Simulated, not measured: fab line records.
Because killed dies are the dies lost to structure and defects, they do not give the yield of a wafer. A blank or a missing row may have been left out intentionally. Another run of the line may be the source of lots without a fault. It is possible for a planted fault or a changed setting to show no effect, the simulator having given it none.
Chamber matching / flow n5 finfet / rie diel-05 running N5_FIN_CUT_ETCH_21: 4 sister chambers
The step etches SOC in N2/H2, target depth 219 nm, overetch 43.8 nm, time 523.5 s. 8 wafers are shown with their chamber, then 7 later ones without.

WAFERS WITH THEIR CHAMBER
wafer=L075.6; chamber=1; throttle valve pct (%)=17.91; showerhead plenum p Torr (Torr)=2.56
wafer=L077.5; chamber=1; throttle valve pct (%)=17.91; showerhead plenum p Torr (Torr)=2.56
wafer=L081.4; chamber=0; throttle valve pct (%)=17.80; showerhead plenum p Torr (Torr)=2.64
wafer=L082.1; chamber=3; throttle valve pct (%)=18.03; showerhead plenum p Torr (Torr)=2.56
wafer=L082.2; chamber=2; throttle valve pct (%)=17.62; showerhead plenum p Torr (Torr)=2.54
wafer=L082.5; chamber=3; throttle valve pct (%)=18.03; showerhead plenum p Torr (Torr)=2.56
wafer=L087.2; chamber=2; throttle valve pct (%)=17.64; showerhead plenum p Torr (Torr)=2.53
wafer=L087.3; chamber=0; throttle valve pct (%)=17.83; showerhead plenum p Torr (Torr)=2.63

WAFERS MISSING THEIR CHAMBER
wafer=L087.5; throttle valve pct (%)=18.03; showerhead plenum p Torr (Torr)=2.56
wafer=L088.1; throttle valve pct (%)=18.04; showerhead plenum p Torr (Torr)=2.55
wafer=L088.3; throttle valve pct (%)=17.94; showerhead plenum p Torr (Torr)=2.55
wafer=L088.5; throttle valve pct (%)=17.82; showerhead plenum p Torr (Torr)=2.63
wafer=L090.1; throttle valve pct (%)=17.95; showerhead plenum p Torr (Torr)=2.55
wafer=L090.3; throttle valve pct (%)=18.05; showerhead plenum p Torr (Torr)=2.55
wafer=L090.4; throttle valve pct (%)=17.83; showerhead plenum p Torr (Torr)=2.63

CHAMBER TAKEN BY EACH
wafer=L087.5; from the rows above=3; in truth=3
wafer=L088.1; from the rows above=3; in truth=3
wafer=L088.3; from the rows above=1; in truth=1
wafer=L088.5; from the rows above=0; in truth=0
wafer=L090.1; from the rows above=1; in truth=1
wafer=L090.3; from the rows above=3; in truth=3
wafer=L090.4; from the rows above=0; in truth=0
Correctly placed: 7 of 7. Can't be placed from these rows: 0. Placed wrongly: 0.
How it was worked out, from the rows above alone: a wafer's distance from a chamber is the root of the sum, over the readings, of the square of ((its reading less the chamber's mean) divided by the reading's scatter). If the next closest chamber is less than 2 further off than the closest, the wafer can't be placed; otherwise it belongs to the closest. Each chamber's mean is taken over the wafers shown for it. How the scatter is found: for the shown wafers, subtract from each reading the mean of its chamber, square and add these, divide the total by (wafers less chambers), then take the root.
